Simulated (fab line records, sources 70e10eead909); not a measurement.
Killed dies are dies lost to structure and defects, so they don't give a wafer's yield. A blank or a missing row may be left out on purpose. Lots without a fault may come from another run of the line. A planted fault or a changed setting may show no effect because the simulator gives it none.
Chamber matching | flow nand_harc | NHARC_A_CONTACT_DEP_85 on pecvd-03: 3 sister chambers
The step deposits SiON, target thk 60 nm. 14 wafers are shown with their chamber, then 7 later ones without.

WAFERS WITH THEIR CHAMBER
wafer  | chamber | heater_power_w (W)
L134.2 | 1       | 731
L134.5 | 0       | 577
L134.6 | 2       | 875
L137.1 | 1       | 715
L137.4 | 2       | 926
L137.5 | 0       | 536
L135.1 | 2       | 856
L135.2 | 1       | 786
L135.5 | 1       | 758
L148.1 | 2       | 822
L148.3 | 2       | 848
L148.6 | 2       | 831
L155.1 | 1       | 822
L155.4 | 1       | 830

SIGNATURES (means of the wafers above)
reading        | chamber 0 | chamber 1 | chamber 2 | scatter within a chamber
heater_power_w | 556.50    | 773.67    | 859.67    | 41.6
Rule: a wafer's distance from a chamber is the root of the sum, over the readings, of the square of ((its reading less the chamber's mean) divided by the reading's scatter). The wafer belongs to the nearest chamber; if the next one is less than 2 further off, it can't be placed. The scatter: the root of (the sum of the squares of (reading less its chamber's mean) over the shown wafers, divided by (wafers less chambers)).

WAFERS WITHOUT THEIR CHAMBER
wafer  | heater_power_w (W)
L155.5 | 876
L154.1 | 540
L154.3 | 889
L154.4 | 532
L156.2 | 725
L156.3 | 568
L156.5 | 584

WHICH CHAMBER EACH WENT THROUGH
wafer  | from the rows above | in truth
L155.5 | 2                   | 2
L154.1 | 0                   | 0
L154.3 | 2                   | 2
L154.4 | 0                   | 0
L156.2 | 1                   | 1
L156.3 | 0                   | 0
L156.5 | 0                   | 0
Placed correctly: 7 of 7. Can't be placed from these rows: 0. Placed wrongly: 0.
